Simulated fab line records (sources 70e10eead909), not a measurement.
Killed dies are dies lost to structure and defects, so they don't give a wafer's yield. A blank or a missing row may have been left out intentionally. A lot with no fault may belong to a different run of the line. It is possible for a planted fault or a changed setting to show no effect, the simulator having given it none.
Matching of chambers | flow nand_harc | 3 sister chambers for NHARC_A_STAIRCASE_ETCH_190 on rie_diel-13
The step etches the open film in C4F8/O2, target depth 100 nm, time 40.5 s. 6 wafers are shown with their chamber, then 6 later ones without.

== WAFERS WITH THEIR CHAMBER ==
wafer  | chamber | rf_vpp_V (V) | chamber_pressure_mTorr (mTorr)
L334.5 | 1       | 905          | 24.974
L337.2 | 1       | 903          | 25.051
L338.2 | 2       | 889          | 24.982
L338.6 | 0       | 894          | 25.032
L341.2 | 0       | 895          | 25.011
L341.3 | 2       | 890          | 24.983

== WAFERS WITHOUT THEIR CHAMBER ==
wafer  | rf_vpp_V (V) | chamber_pressure_mTorr (mTorr)
L341.5 | 895          | 25.040
L340.3 | 889          | 25.011
L340.5 | 894          | 25.023
L342.2 | 888          | 25.013
L342.3 | 903          | 25.030
L342.5 | 890          | 24.978

== THE CHAMBER EACH PASSED THROUGH ==
wafer  | from the rows above | in truth
L341.5 | 0                   | 0
L340.3 | 2                   | 2
L340.5 | 0                   | 0
L342.2 | 2                   | 2
L342.3 | 1                   | 1
L342.5 | 2                   | 2
6 of 6 placed correctly. From these rows, 0 cannot be placed. Number placed wrongly: 0.
How it was worked out, from the rows above alone: a wafer's distance from a chamber is the root of the sum, over the readings, of the square of ((its reading less the chamber's mean) divided by the reading's scatter). The wafer belongs to the nearest chamber; if the next one is less than 2 further off, it can't be placed. The mean given for a chamber averages the wafers shown for that chamber. The scatter is the square root of a quotient: the sum, over the shown wafers, of each reading's squared deviation from its chamber's mean, divided by wafers minus chambers.
